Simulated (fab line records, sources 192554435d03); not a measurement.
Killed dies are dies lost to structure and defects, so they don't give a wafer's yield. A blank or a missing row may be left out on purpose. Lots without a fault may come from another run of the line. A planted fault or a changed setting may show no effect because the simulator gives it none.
fab line records | flow n5_finfet | part 1 of 2: steps 1 to 5 of 6
record lots=8 wafers=24 last_day=19
route steps=1938 shown DUMMY_GATE@250 SD_EPI_N@273 BEOL_M4@1111 PASSIVATION@1936
lots that met no fault: from a run of the same line without faults
start_h: hours from the record's first day to the start of the lot's first wafer shown | wait_h: hours since the lot's step before | " the same as in the row above | L1.1+2: a row that stands for several wafers | - no value, or no start given | * or withheld: withheld | < > ~ a bound
route shown NAME@n: a module of which the file shows steps, and the number in the route of the first | usual: mean/standard deviation of fault-free wafers | same: alike in all rows | chamber/n: place in a boat | sites: the reading at each site | _std_site: their standard deviation | _edge_site: outer sites' mean less inner sites' | radius_mm: how far each site lies from the wafer's centre | mask NAME#n: copy n | behind: the tool/chamber that last shaped the wafer | hold: why the lot was held/for how many hours/how that ended | device: the transistor (n, p or np) that didn't switch | end of line: the same wafers' tests at the end of the route | a step without rows: its recipe alone | killed: dies lost to structure and defects at the first sort, not the wafer's yield | map: a wafer's dies, x killed, . not, _ none there
set.NAME: the setting as run; set.NAME@STEP: as run at that earlier step | model.NAME: the simulator's own value behind a step, which no gauge read
steps of the route over a sample of lots; a table a step, a row a wafer
services: from which hour (start_h, from the record's first day; less than 0 if before it) a tool's chamber was out of use, for how many hours, and why
## steps
# step N5_DUMMY_GATE_ETCH_42
# recipe chemistry=CHF3/O2 target=SiO2 target_depth_a=35 time_s=31 ion_energy_ev=30 bias_w=12 pressure_mtorr=30 source_w=600 Ar_flow_sccm=200 CHF3_flow_sccm=50 O2_flow_sccm=5
# usual drypump_motor_current_A=5.7/0.71 oes_product_au=0.75/0.057 rf_vpp_V=42.6/0.99 showerhead_plenum_p_Torr=2.42/0.079 throttle_valve_pct=18.93/0.19
# columns lot.wafer tool chamber start_h wait_h drypump_motor_current_A oes_product_au rf_hours_counter_h rf_vpp_V showerhead_plenum_p_Torr throttle_valve_pct
L518.1 rie_diel-05 2 49.92 0.0 5.3 0.73 166 40.9 2.51 18.83
L518.3 " 0 " " 6.7 0.74 159 42.6 2.32 19.20
L518.5 " 1 " " 6.7 0.78 - 42.5 2.35 18.95
L522.1 rie_diel-01 2 71.32 0.0 5.6 0.80 115 42.7 2.43 19.00
L522.3 " 0 " " 5.0 0.79 123 43.4 2.51 18.94
L522.5 " 1 " " 5.2 0.71 - 43.3 2.50 18.78
L530.3 rie_diel-01 0 128.56 0.1 5.1 0.78 140 44.9 2.50 18.95
L530.4 " 2 " " 5.5 0.78 133 43.7 2.42 19.04
L530.5 " 0 " " 5.0 0.77 - 44.5 2.50 18.95
L533.3 rie_diel-06 1 140.35 0.0 5.4 0.72 178 43.8 2.39 18.82
L533.5 " 1 " " 5.4 0.73 - 42.4 2.39 18.83
L533.6 " 3 " " 5.4 0.76 - 44.0 2.42 18.97
L535.1 rie_diel-05 1 150.50 0.0 6.7 0.74 149 42.1 2.33 19.00
L535.2 " 0 " " 6.7 0.71 193 42.2 2.31 19.26
L535.3 " 3 " " 5.0 0.95 8 41.1 2.55 18.65
L537.2 rie_diel-01 1 161.29 0.0 5.2 0.69 220 43.9 2.49 18.81
L537.3 " 2 " " 5.6 0.77 143 45.2 2.42 19.04
L537.6 " 3 " " 4.7 0.71 - 42.9 2.38 19.08
L538.3 rie_diel-01 1 168.05 0.0 5.2 0.69 223 41.3 2.49 18.81
L538.4 " 2 " " 5.6 0.77 145 43.2 2.42 19.05
L538.5 " 1 " " 5.2 0.69 - 44.0 2.49 18.82
L541.1 rie_diel-05 2 194.17 0.1 5.3 0.70 210 42.4 2.49 18.87
L541.3 " 1 " " 6.7 0.72 166 42.3 2.33 19.02
L541.6 " 2 " " 5.3 0.70 - 42.5 2.49 18.90
# step N5_SD_EPI_N_DESCUM_14
# recipe chemistry=O2 time_s=7.9 source_power_w=50 bias_power_w=20 pressure_mtorr=20 rf_frequency_hz=2.712e+07 temp_c=40 resist=CAR-ArF-block o2_flow_sccm=225
# usual drypump_motor_current_A=5.9/0.44 oes_product_au=0.82/0.093 rf_vpp_V=243.0/1.5 showerhead_plenum_p_Torr=2.09/0.081 temp_c=40.01/0.12 throttle_valve_pct=20.40/0.21
# columns lot.wafer tool chamber start_h wait_h drypump_motor_current_A oes_product_au rf_hours_counter_h rf_vpp_V showerhead_plenum_p_Torr temp_c throttle_valve_pct
L518.1 rie_diel-02 3 51.69 0.3 6.3 0.70 250 244.4 2.14 40.04 20.59
L518.3 " 2 " " 6.0 0.84 76 245.2 2.21 39.83 20.24
L518.5 " 0 " " 6.4 0.77 - 242.4 2.02 40.16 20.51
L522.1 rie_diel-03 0 72.65 0.0 5.7 0.73 201 241.3 1.99 39.99 20.55
L522.3 " 1 " " 5.9 0.94 12 244.2 2.14 40.01 20.53
L522.5 " 2 " " 5.1 0.74 - 241.6 2.09 40.11 20.32
L530.3 rie_diel-03 3 130.83 0.0 5.4 0.88 23 246.4 2.22 39.83 20.11
L530.4 " 2 " " 5.1 0.73 175 242.7 2.08 39.79 20.34
L530.5 " 3 " " 5.4 0.87 - 244.6 2.22 39.93 20.08
L533.3 rie_diel-03 2 141.78 0.0 5.1 0.72 179 244.1 2.08 39.98 20.35
L533.5 " 0 " " 5.7 0.71 - 241.6 1.98 39.89 20.59
L533.6 " 3 " " 5.4 0.87 - 245.5 2.22 39.98 20.10
L535.1 rie_diel-03 0 151.83 0.0 5.6 0.71 223 241.1 1.98 39.95 20.58
L535.2 " 1 " " 5.9 0.87 40 244.2 2.13 39.79 20.56
L535.3 " 3 " " 5.4 0.86 30 243.6 2.22 39.82 20.10
L537.2 rie_diel-02 2 162.73 0.0 6.0 0.80 119 244.9 2.20 40.02 20.31
L537.3 " 3 " " 6.3 0.89 38 243.5 2.12 40.07 20.36
L537.6 " 3 " " 6.3 0.90 - 244.4 2.12 39.93 20.35
L538.3 rie_diel-02 0 171.29 1.9 6.4 0.74 176 240.7 2.00 39.87 20.56
L538.4 " 3 " " 6.3 0.89 - 243.5 2.12 39.84 20.38
L538.5 " 0 " " 6.4 0.73 - 240.0 2.00 40.08 20.56
L541.1 rie_diel-04 2 196.09 0.0 6.3 0.71 208 240.8 1.99 39.93 20.89
L541.3 " 3 " " 5.3 0.88 36 243.0 2.04 40.12 20.13
L541.6 " 0 " " 6.2 0.94 - 240.8 2.07 40.18 20.21
# step N5_SD_EPI_N_SD_RECESS_17
# recipe chemistry=HBr/Cl2/O2 target_depth_a=410 mask_material=SOC time_s=23.7 bt_time_s=3 pressure_mtorr=10 icp_w=800 bias_w=112 HBr_flow_sccm=150 Cl2_flow_sccm=80 O2_flow_sccm=12
# usual drypump_motor_current_A=5.6/0.55 oes_product_au=1.007/0.016 throttle_valve_pct=37.0/0.3
# columns lot.wafer tool chamber start_h wait_h drypump_motor_current_A oes_product_au rf_hours_counter_h throttle_valve_pct
L518.1 rie_si-06 0 52.38 0.0 5.3 1.007 168 36.9
L518.3 " 3 " " 5.0 0.995 3 37.0
L518.5 " 3 " " 5.0 1.002 - 37.0
L522.1 rie_si-06 0 73.33 0.0 5.3 1.007 168 36.9
L522.3 " 1 " " 5.8 1.011 193 36.3
L522.5 " 3 " " 5.0 0.999 - 37.0
L530.3 rie_si-06 2 131.52 0.0 5.1 1.014 177 37.6
L530.4 " 3 " " 5.0 0.990 4 37.0
L530.5 " 0 " " 5.3 1.002 - 36.9
L533.3 rie_si-01 1 142.46 0.0 5.8 0.986 132 37.2
L533.5 " 2 " " 6.7 1.027 - 36.7
L533.6 " 3 " " 5.1 1.011 - 36.9
L535.1 rie_si-06 3 152.51 0.0 5.0 1.091 4 37.0
L535.2 " 1 " " 5.9 1.014 194 36.3
L535.3 " 2 " " 5.1 1.018 177 37.6
L537.2 rie_si-06 0 163.41 0.0 5.3 1.006 170 36.9
L537.3 " 3 " " 5.0 1.107 5 37.0
L537.6 " 2 " " 5.1 1.019 - 37.6
L538.3 rie_si-01 1 171.98 0.0 5.8 0.992 132 37.2
L538.4 " 0 " " 5.4 0.994 150 37.0
L538.5 " 1 " " 5.8 1.007 - 37.2
L541.1 rie_si-02 3 196.77 0.0 6.0 0.974 62 37.0
L541.3 " 1 " " 6.6 1.032 8 37.1
L541.6 " 2 " " 5.7 0.989 - 37.2
# step N5_SD_EPI_N_STRIP_38
# recipe chemistry=N2/H2 power_w=1000 temp_c=250 h2_frac=0.65 overash_fraction=0.3 pressure_mtorr=withheld n2_flow_sccm=1750 h2_flow_sccm=3250
# usual drypump_motor_current_A=5.6/0.46 heater_power_w=356/10 oes_product_au=0.762/0.012 temp_c=250.00/0.19
# columns lot.wafer tool chamber start_h wait_h drypump_motor_current_A heater_power_w oes_product_au rf_hours_counter_h temp_c
L518.1 plasma_asher-02 1 52.48 0.1 6.1 370 0.764 79 250.04
L518.3 " 0 " " 5.3 355 0.752 - 250.18
L518.5 " 1 " " 6.1 367 0.752 - 249.80
L522.1 plasma_asher-02 1 73.43 0.1 6.1 360 0.749 84 249.96
L522.3 " 0 " " 5.3 357 0.765 - 250.23
L522.5 " 1 " " 6.2 364 0.745 - 250.21
L530.3 plasma_asher-02 1 131.68 0.1 6.1 365 0.742 - 250.03
L530.4 " 0 " " 5.2 361 0.766 - 250.05
L530.5 " 1 " " 6.1 364 0.749 - 250.00
L533.3 plasma_asher-01 1 142.58 0.1 5.8 331 0.763 - 250.10
L533.5 " 0 " " 4.9 354 0.756 - 250.08
L533.6 " 1 " " 5.8 338 0.762 - 249.79
L535.1 plasma_asher-01 0 152.61 0.1 5.0 358 0.775 49 250.30
L535.2 " 1 " " 5.9 328 0.737 49 250.09
L535.3 " 1 " " 5.8 329 0.762 - 249.95
L537.2 plasma_asher-02 0 163.51 0.1 5.3 353 0.781 102 249.77
L537.3 " 0 " " 5.3 353 0.757 - 249.78
L537.6 " 0 " " 5.3 351 0.761 - 250.05
L538.3 plasma_asher-02 0 172.09 0.1 5.3 367 0.775 - 249.98
L538.4 " 1 " " 6.1 357 0.754 - 250.15
L538.5 " 0 " " 5.2 358 0.746 - 250.24
L541.1 plasma_asher-02 1 196.87 0.1 6.1 359 0.768 108 249.72
L541.3 " 1 " " 6.1 350 0.774 - 249.95
L541.6 " 1 " " 6.1 354 0.734 - 250.09
# step N5_BEOL_M4_RC_MEAS_101
# usual CJ_N=4.39/0.1 DIBL_N=36.3/1.9 DIBL_P=36.0/2.1 EOT_N=10.53/0.11 IGATE_N=0.0127/0.0022 IOFF_N=0.16/0.031 IOFF_N_85C=3.1/0.5 IOFF_N_LIN=0.073/0.012 IOFF_N_LONG=5.58e-05/2.3e-06 IOFF_P=0.21/0.035 ION_N=675/14 ION_P=464/8.5 RC_DENSE_N=19.1/0.47 RC_N=15.5/0.36 REXT_N=75.3/1.6 RS_SD_N=28.3/0.42 SS_N=71.5/0.6 SS_P=73.3/0.72 VT_N=250/3.2 VT_N_LONG=274.7/2 VT_N_LVT=99/3.2 VT_P=-250/3.1
# columns lot.wafer tool chamber start_h wait_h CJ_N DIBL_N[mV/V] DIBL_P[mV/V] EOT_N IGATE_N[nA/um] IOFF_N[nA/um] IOFF_N_85C[nA/um] IOFF_N_LIN[nA/um] IOFF_N_LONG[nA/um] IOFF_P[nA/um] ION_N[uA/um] ION_P[uA/um] RC_DENSE_N[ohm.um] RC_N[ohm.um] REXT_N[ohm.um] RS_SD_N[ohm/sq] SS_N[mV/dec] SS_P[mV/dec] VT_N[mV] VT_N_LONG[mV] VT_N_LVT[mV] VT_P[mV]
L518.1 prober-02 0 162.43 0.0 4.41 37.9 38.3 10.70 0.0111 0.19 3.7 0.087 5.85e-05 0.27 683 472 19.8 16.0 76.5 28.2 71.8 74.1 247 275.1 95 -245
L518.3 " 0 " " 4.20 38.2 39.7 10.74 0.0111 0.21 3.9 0.096 5.78e-05 0.31 705 484 19.2 15.6 76.6 28.0 71.7 74.4 245 274.4 93 -244
L518.5 " 0 " " 4.23 37.5 38.2 10.56 0.0093 0.19 3.6 0.090 5.69e-05 0.27 688 470 19.2 15.8 76.9 28.2 71.7 74.0 245 275.1 95 -246
L522.1 prober-02 0 186.04 0.0 4.44 36.8 36.4 10.71 0.0095 0.15 3.0 0.069 5.32e-05 0.20 654 452 19.4 15.7 75.9 28.8 72.1 73.0 254 274.7 101 -254
L522.3 " 0 " " 4.40 35.1 34.4 10.60 0.0119 0.13 2.7 0.063 5.34e-05 0.18 664 455 19.2 15.6 75.8 28.6 70.7 72.6 253 276.2 101 -253
L522.5 " 0 " " 4.35 34.9 34.6 10.48 0.0126 0.13 2.6 0.062 5.31e-05 0.18 668 459 19.2 15.8 75.9 28.4 71.4 73.1 253 276.0 102 -253
L538.3 prober-01 0 289.68 0.3 4.38 35.2 36.5 10.51 0.0147 0.14 2.8 0.067 5.33e-05 0.17 678 458 18.8 15.1 74.6 28.2 70.4 72.9 248 275.3 100 -257
L538.4 " 0 " " 4.51 35.7 36.8 10.37 0.0167 0.16 3.0 0.070 5.3e-05 0.18 681 457 19.6 15.9 74.9 28.2 71.7 73.2 248 276.8 98 -254
L538.5 " 0 " " 4.40 37.2 39.7 10.34 0.0169 0.19 3.5 0.084 5.33e-05 0.22 698 471 18.4 15.2 73.6 27.7 72.5 73.5 246 273.6 96 -250
L533.3 prober-01 0 302.67 0.3 4.33 33.1 32.6 10.49 0.0133 0.11 2.2 0.053 5.56e-05 0.14 665 450 18.3 14.7 78.0 28.6 69.9 72.3 255 273.9 101 -255
L533.5 " 0 " " 4.35 37.4 37.9 10.47 0.0168 0.17 3.2 0.076 5.56e-05 0.21 680 470 18.4 15.0 78.0 28.3 71.8 73.6 253 271.8 95 -252
L533.6 " 0 " " 4.25 33.9 34.1 10.47 0.0118 0.12 2.4 0.058 5.5e-05 0.15 664 453 18.1 14.8 78.5 28.5 70.9 72.7 254 273.6 99 -255
L535.1 prober-01 0 313.40 0.0 - - 37.9 - - - - - - 0.24 - 462 - - - - - 74.0 - - - -249
L535.2 " 0 " " 4.39 36.9 34.5 10.32 0.0164 0.15 2.9 0.069 5.2e-05 0.19 673 456 18.7 15.2 76.1 28.6 71.2 73.6 249 275.1 102 -252
L535.3 " 0 " " 4.35 37.8 36.4 10.43 0.0155 0.15 3.0 0.067 5.09e-05 0.22 648 451 18.8 15.3 76.6 28.2 72.2 74.2 253 276.3 103 -252
L537.2 prober-01 0 321.02 0.2 4.58 36.4 36.4 10.59 0.0117 0.18 3.3 0.073 5.73e-05 0.21 668 460 19.7 16.1 74.7 29.0 72.1 73.0 249 275.0 100 -249
L537.3 " 0 " " - - 38.3 - - - - - - 0.24 - 466 - - - - - 74.0 - - - -248
L537.6 " 0 " " 4.31 36.2 37.6 10.40 0.0154 0.18 3.4 0.081 5.54e-05 0.25 681 469 20.4 16.5 76.6 28.8 71.6 74.3 246 276.2 97 -246
L530.3 prober-01 0 326.96 0.3 4.34 36.0 36.1 10.46 0.0151 0.17 3.3 0.082 6.1e-05 0.25 686 473 18.5 15.3 74.2 28.4 71.2 72.8 246 272.9 96 -243
L530.4 " 0 " " 4.25 35.6 35.3 10.40 0.0137 0.16 3.2 0.080 6.03e-05 0.23 681 468 18.5 15.3 74.3 27.6 71.7 72.9 247 269.8 96 -249
L530.5 " 0 " " 4.44 36.2 35.1 10.39 0.0122 0.17 3.3 0.080 6.19e-05 0.22 678 467 19.6 15.9 74.0 28.0 71.7 73.2 247 272.8 98 -248
L541.1 prober-01 0 340.67 0.0 4.39 36.2 36.7 10.63 0.0097 0.15 3.0 0.071 5.59e-05 0.21 668 460 18.8 15.3 75.8 28.3 71.1 73.1 250 274.8 98 -249
L541.3 " 0 " " 4.41 36.5 36.7 10.64 0.0101 0.15 3.0 0.070 5.53e-05 0.21 668 458 19.0 15.3 76.0 27.9 70.7 73.2 251 274.7 98 -248
L541.6 " 0 " " 4.39 36.9 37.3 10.53 0.0110 0.16 3.0 0.072 5.58e-05 0.21 665 457 18.5 15.3 76.2 28.0 71.4 74.1 251 271.4 98 -250
## key
first_sign step=N5_SD_EPI_N_SD_RECESS_17 reading=oes_product_au direction=up sigmas=5.9 usual=1.007 struck=1.099
effect step=N5_BEOL_M4_RC_MEAS_101 reading=CJ_N direction=missing
effect step=N5_BEOL_M4_RC_MEAS_101 reading=DIBL_N direction=missing
effect step=N5_BEOL_M4_RC_MEAS_101 reading=EOT_N direction=missing
effect step=N5_BEOL_M4_RC_MEAS_101 reading=IGATE_N direction=missing
effect step=N5_BEOL_M4_RC_MEAS_101 reading=IOFF_N direction=missing
effect step=N5_BEOL_M4_RC_MEAS_101 reading=IOFF_N_85C direction=missing
effect step=N5_BEOL_M4_RC_MEAS_101 reading=IOFF_N_LIN direction=missing
effect step=N5_BEOL_M4_RC_MEAS_101 reading=IOFF_N_LONG direction=missing
effect step=N5_BEOL_M4_RC_MEAS_101 reading=ION_N direction=missing
effect step=N5_BEOL_M4_RC_MEAS_101 reading=RC_DENSE_N direction=missing
effect step=N5_BEOL_M4_RC_MEAS_101 reading=RC_N direction=missing
effect step=N5_BEOL_M4_RC_MEAS_101 reading=REXT_N direction=missing
effect step=N5_PASSIVATION_PROBE_49 reading=sort_bin_4_leakage direction=up sigmas=99+ usual=0 struck=91.31
met_at N5_SD_EPI_N_SD_RECESS_17
struck_lots L535,L537
struck_wafers L535.1,L537.3
not_acting_at N5_DUMMY_GATE_ETCH_42,N5_SD_EPI_N_DESCUM_14,N5_SD_EPI_N_STRIP_38
onset_between 131.52 152.51
fault kind=process_parameter_drift tool=rie_si-06 chamber=3 onset_h=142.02 steps=N5_SD_EPI_N_SD_RECESS_17 channel=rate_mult offset=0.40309 shape=step end_h=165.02
